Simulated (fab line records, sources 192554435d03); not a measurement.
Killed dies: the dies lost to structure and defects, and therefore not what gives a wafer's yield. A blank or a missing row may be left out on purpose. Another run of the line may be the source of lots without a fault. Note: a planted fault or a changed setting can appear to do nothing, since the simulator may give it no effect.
Matching of chambers / flow n5-finfet / rie-diel-03 running N5_BEOL_M0_ETCH_109: 4 sister chambers
The step etches SiCN in CH3F/O2, target depth 8 nm, overetch 2.4 nm, time 27.4 s. 4 wafers are shown with their chamber, then 12 later ones without.

== WAFERS, EACH WITH ITS CHAMBER ==
wafer=L086.1; chamber=3; showerhead-plenum-p-Torr (Torr)=2.00
wafer=L086.2; chamber=0; showerhead-plenum-p-Torr (Torr)=2.07
wafer=L087.2; chamber=2; showerhead-plenum-p-Torr (Torr)=1.98
wafer=L087.5; chamber=1; showerhead-plenum-p-Torr (Torr)=2.01

== WAFERS WITHOUT THEIR CHAMBER ==
wafer=L093.2; showerhead-plenum-p-Torr (Torr)=2.06
wafer=L093.4; showerhead-plenum-p-Torr (Torr)=1.99
wafer=L093.6; showerhead-plenum-p-Torr (Torr)=1.97
wafer=L076.2; showerhead-plenum-p-Torr (Torr)=2.06
wafer=L076.3; showerhead-plenum-p-Torr (Torr)=1.99
wafer=L076.5; showerhead-plenum-p-Torr (Torr)=2.00
wafer=L094.4; showerhead-plenum-p-Torr (Torr)=2.06
wafer=L094.5; showerhead-plenum-p-Torr (Torr)=2.06
wafer=L094.6; showerhead-plenum-p-Torr (Torr)=2.00
wafer=L096.1; showerhead-plenum-p-Torr (Torr)=2.00
wafer=L096.3; showerhead-plenum-p-Torr (Torr)=2.06
wafer=L096.4; showerhead-plenum-p-Torr (Torr)=2.06

== EACH ONE'S CHAMBER ==
wafer=L093.2; from the rows above=0; in truth=0
wafer=L093.4; from the rows above=can't be placed: 2 or 3 or 1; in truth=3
wafer=L093.6; from the rows above=2; in truth=2
wafer=L076.2; from the rows above=0; in truth=0
wafer=L076.3; from the rows above=can't be placed: 2 or 3 or 1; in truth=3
wafer=L076.5; from the rows above=can't be placed: 3 or 1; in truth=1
wafer=L094.4; from the rows above=0; in truth=0
wafer=L094.5; from the rows above=0; in truth=0
wafer=L094.6; from the rows above=can't be placed: 3 or 1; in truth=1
wafer=L096.1; from the rows above=can't be placed: 3 or 1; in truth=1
wafer=L096.3; from the rows above=0; in truth=0
wafer=L096.4; from the rows above=0; in truth=0
Placed correctly: 7 of 12. Not placeable from these rows: 5 (in 5, the candidates include the true chamber). 0 placed wrongly.
How it was worked out, from the rows above alone: a wafer's distance from a chamber is the root of the sum, over the readings, of the square of ((its reading less the chamber's mean) divided by the reading's scatter). The wafer belongs to the nearest chamber; if the next one is less than 2 further off, it can't be placed. For every chamber, the mean is computed from those of its wafers that are shown. The scatter (one wafer shown for each chamber): square how far every hidden wafer sits from the nearest shown wafer, average those squares and take the square root.
